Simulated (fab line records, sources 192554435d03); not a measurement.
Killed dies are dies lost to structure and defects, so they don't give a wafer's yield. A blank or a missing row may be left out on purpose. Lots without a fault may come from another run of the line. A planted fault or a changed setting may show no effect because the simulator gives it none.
Which tool did it? | flow n5_finfet | 11 lots, 33 wafers sampled, at 4 steps of a route of 1938

WHAT THE GAUGES READ, wafer by wafer
N5_BEOL_M10_INSPECT_13: inspects for defects (brightfield).
lot  | measured     | on                | raw_defect_count
L394 | day 11 07:02 | defect_inspect-01 | 245 352 365
L396 | day 11 07:13 | defect_inspect-02 | 345 379 421
L398 | day 11 11:22 | defect_inspect-01 | 460 497 738
L401 | day 12 16:55 | defect_inspect-01 | 452 468 418
L407 | day 14 04:00 | defect_inspect-02 | 1277 1217 1357
L404 | day 14 04:13 | defect_inspect-01 | 1218 1145 1147
L411 | day 14 16:33 | defect_inspect-02 | 400 499 334
L410 | day 15 01:43 | defect_inspect-01 | 547 451 827
L414 | day 15 16:28 | defect_inspect-02 | 466 538 449
L413 | day 15 16:37 | defect_inspect-02 | 489 618 602
L412 | day 15 16:47 | defect_inspect-01 | 509 489 733

WHICH TOOL RAN EACH LOT (tool, then ch and the chambers of the sampled wafers, then the start)
lot  | N5_BEOL_M9_SPUTTER_48        | N5_BEOL_M9_CMP_52             | N5_BEOL_M10_HM_DEP_02
L394 | pvd_sputter-01, day 11 02:33 | cmp-04 ch 1,3, day 11 03:13   | pvd_sputter-01, day 11 06:26
L396 | pvd_sputter-02, day 11 03:05 | cmp-03 ch 0,1,3, day 11 03:40 | pvd_sputter-01, day 11 06:38
L398 | pvd_sputter-03, day 11 08:52 | cmp-03 ch 0,3, day 11 09:37   | pvd_sputter-02, day 11 10:57
L401 | pvd_sputter-01, day 12 13:02 | cmp-04 ch 0,3, day 12 14:56   | pvd_sputter-01, day 12 16:19
L407 | pvd_sputter-01, day 13 22:58 | cmp-04 ch 1,2,3, day 14 01:22 | pvd_sputter-01, day 14 03:27
L404 | pvd_sputter-02, day 13 23:05 | cmp-01 ch 1,2, day 14 01:38   | pvd_sputter-01, day 14 03:39
L411 | pvd_sputter-03, day 14 09:43 | cmp-03 ch 1,2,3, day 14 13:19 | pvd_sputter-02, day 14 15:59
L410 | pvd_sputter-03, day 14 21:26 | cmp-04 ch 0,3, day 14 23:20   | pvd_sputter-02, day 15 01:18
L414 | pvd_sputter-01, day 15 13:16 | cmp-01 ch 0,1,2, day 15 14:09 | pvd_sputter-03, day 15 15:55
L413 | pvd_sputter-03, day 15 13:21 | cmp-04 ch 0,1, day 15 14:04   | pvd_sputter-02, day 15 15:56
L412 | pvd_sputter-02, day 15 13:49 | cmp-01 ch 0,1,2, day 15 14:46 | pvd_sputter-03, day 15 16:10
- N5_BEOL_M9_SPUTTER_48: material Cu, target thk 12 nm, time 2 s.
- N5_BEOL_M9_CMP_52: polishes, stops on SiCOH lowk, t overpolish 7 s, target thk 140 nm.
- N5_BEOL_M10_HM_DEP_02: deposits TiN, target thk 20 nm.

THE ANSWER, worked out from the rows above alone
Rule: what is usual is taken from the lots themselves. Put in order of their means at a reading, lots are off if they are a third of the lots or fewer, leave a main group of 4 or more, and stand apart from it by a gap of 3 or more times the standard deviation of the main group's means; of several such gaps the widest counts. A main group whose means are all the same, to the digits that the tables above print for the reading, isn't used. A lot without any number at a reading at which 4 lots or more have one is off too. The other lots that the step has rows for count as sound.
Off: L407, L404, at N5_BEOL_M10_INSPECT_13 (raw_defect_count). The main group: mean 485, standard deviation 95.
A tool fits if, at a process step before that reading, it ran every lot that is off, and no sound lot after the first of them. The gauges at N5_BEOL_M10_INSPECT_13 are tried like those tools. One fits: pvd_sputter-01 at N5_BEOL_M10_HM_DEP_02. Its last sound lot is L401 (day 12 16:19), its first lot that is off L407 (day 14 03:27): a fault that began between those two fits.

WHAT THE SIMULATOR HAD PUT IN
Chamber particle source: pvd_sputter-01, from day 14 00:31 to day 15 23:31, at N5_BEOL_M10_HM_DEP_02. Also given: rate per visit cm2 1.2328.
Lots struck among those shown: L407, L404. The rule above found the same.
